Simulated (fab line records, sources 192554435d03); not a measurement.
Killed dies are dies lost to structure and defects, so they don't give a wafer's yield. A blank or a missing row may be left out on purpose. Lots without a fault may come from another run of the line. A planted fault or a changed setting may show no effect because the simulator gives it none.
A struck lot beside a sound one | flow n5_finfet | 23 steps out of a route of 1938
Sound: wafers L168.2, L168.3, L168.6. Struck: wafers L177.2, L177.3, L177.4. The cause comes at the end.
At each step with rows: each side's tool, then ch and its chambers, then its first start. Under that, the readings that differ: sound wafers | struck wafers | difference of the means | sigmas: that difference in standard deviations of wafers without a fault.
alike: readings whose means differ by less than 2 such deviations, and words and numbers that are the same on both sides. not compared: withheld readings, readings that some wafer has no value for, bounds like >300 that may hide the same value, and numbers for which the record gives no deviation and whose values overlap.
The two part at a step that has a row with sigmas, a row that says differs or no value, or rows on one side only. Numbers that don't overlap but have no deviation are shown without sigmas and don't part them. A reading that every wafer of one side lacks parts them only if that side has two wafers or more.

first, 9 steps without rows for these wafers: N5_BEOL_M2_DEVELOP_10 (develop time 30 s); N5_BEOL_M2_DESCUM_16 (chemistry O2, time 7 s); N5_BEOL_M2_ETCH_74 (etches underlayer in N2/H2, target depth 6.5 nm, time 5.2 s); N5_BEOL_M2_ETCH_63 (etches SiARC in CF4, target depth 15.6 nm, time 26 s); N5_BEOL_M2_ETCH_64 (etches SOC in N2/H2, target depth 75 nm, overetch 22.5 nm, time 121.9 s); N5_BEOL_M2_STRIP_65 (strips in N2/H2); N5_BEOL_M2_STRIP_75 (strips in N2/H2); N5_BEOL_M2_STRIP_66 (strips in CF4); N5_BEOL_M2_HM_OPEN_17 (chemistry Cl2/BCl3, target TiN, target depth 20 nm, overetch 6 nm).
N5_BEOL_M2_STRIP_19: strips in O2.
  sound on rie_diel-04 ch 0,3, day 7 05:41; struck on rie_diel-04 ch 1,2, day 10 01:25
  alike: drypump_motor_current_A, oes_product_au, rf_vpp_V, showerhead_plenum_p_Torr, throttle_valve_pct
  not compared: rf_hours_counter_h
then, 9 steps without rows for these wafers: N5_BEOL_M2_COAT_67 (time 60 s, resist thk 60 nm); N5_BEOL_M2_COAT_68 (time 60 s, resist thk 12 nm); N5_BEOL_M2_COAT_76 (time 60 s, resist thk 5 nm); N5_BEOL_M2_COAT_22 (resist thk 30 nm); N5_BEOL_M2_EBR_24; N5_BEOL_M2_SOFTBAKE_23 (time 60 s); N5_BEOL_M2_EXPOSE_25 (exposes mask V1, defocus 5 nm); N5_BEOL_M2_PEB_26 (peb time 60 s); N5_BEOL_M2_DEVELOP_27 (develop time 30 s).
N5_BEOL_M2_INSPECT_30: inspects for defects (brightfield).
  sound on defect_inspect-02, day 7 06:17; struck on defect_inspect-02, day 10 01:53
  reading          | sound       | struck         | difference | sigmas
  raw_defect_count | 674 438 417 | 1035 1132 1154 | +597       | +6
then, 1 step without rows for these wafers: N5_BEOL_M2_DESCUM_33 (chemistry O2, time 7 s).
-- the record jumps here: 4 days lie between the struck wafers' starts before and after (it left off in module BEOL_M2 and takes up again in module BEOL_M4, whose first step shown is number 1111 of the route) --
N5_BEOL_M4_RC_MEAS_101:
  sound on prober-02 ch 0, day 10 23:17; struck on prober-02 ch 0, day 13 19:52
  alike: DIBL_N, DIBL_P, IOFF_N, IOFF_P, ION_N, ION_P, SS_N, SS_P, VT_N, VT_P
-- the record jumps here: 4 days lie between the struck wafers' starts before and after (it left off in module BEOL_M4 and takes up again in module PASSIVATION, whose first step shown is number 1936 of the route) --
N5_PASSIVATION_PROBE_49:
  sound on prober-01, day 15 01:55; struck on prober-01, day 18 06:53
  reading                  | sound          | struck         | difference | sigmas
  defect_limited_yield (%) | 91.4 92.2 91.5 | 86.3 80.2 88.3 | -6.8       | -5
  killed_at_M0_to_M3       | 32 24 26       | 96 192 101     | +102       | +9
  killed_at_front_end      | 47 43 58       | 31 18 20       | -26        | -2
  killed_dies              | 101 92 100     | 162 234 138    | +80        | +5
  killed_on_rim            | 11 6 10        | 29 19 29       | +17        | +4
  sort_bin_5_function (%)  | 4.7 4.7 4.3    | 8.6 12.3 7.4   | +4.9       | +5
  sort_n_pass              | 1079 1088 1080 | 1017 946 1042  | -81        | -5
  sort_yield_pct (%)       | 91.4 92.2 91.5 | 86.2 80.2 88.3 | -6.8       | -5
  alike: killed_at_M4_up, killed_at_contacts, killed_at_other, killed_open, killed_short, sort_bin_6_memory, sort_bin_8_speed

WHERE THEY PART
First at N5_BEOL_M2_INSPECT_30; last, within this record, at N5_PASSIVATION_PROBE_49.

WHY: what the simulator had put in
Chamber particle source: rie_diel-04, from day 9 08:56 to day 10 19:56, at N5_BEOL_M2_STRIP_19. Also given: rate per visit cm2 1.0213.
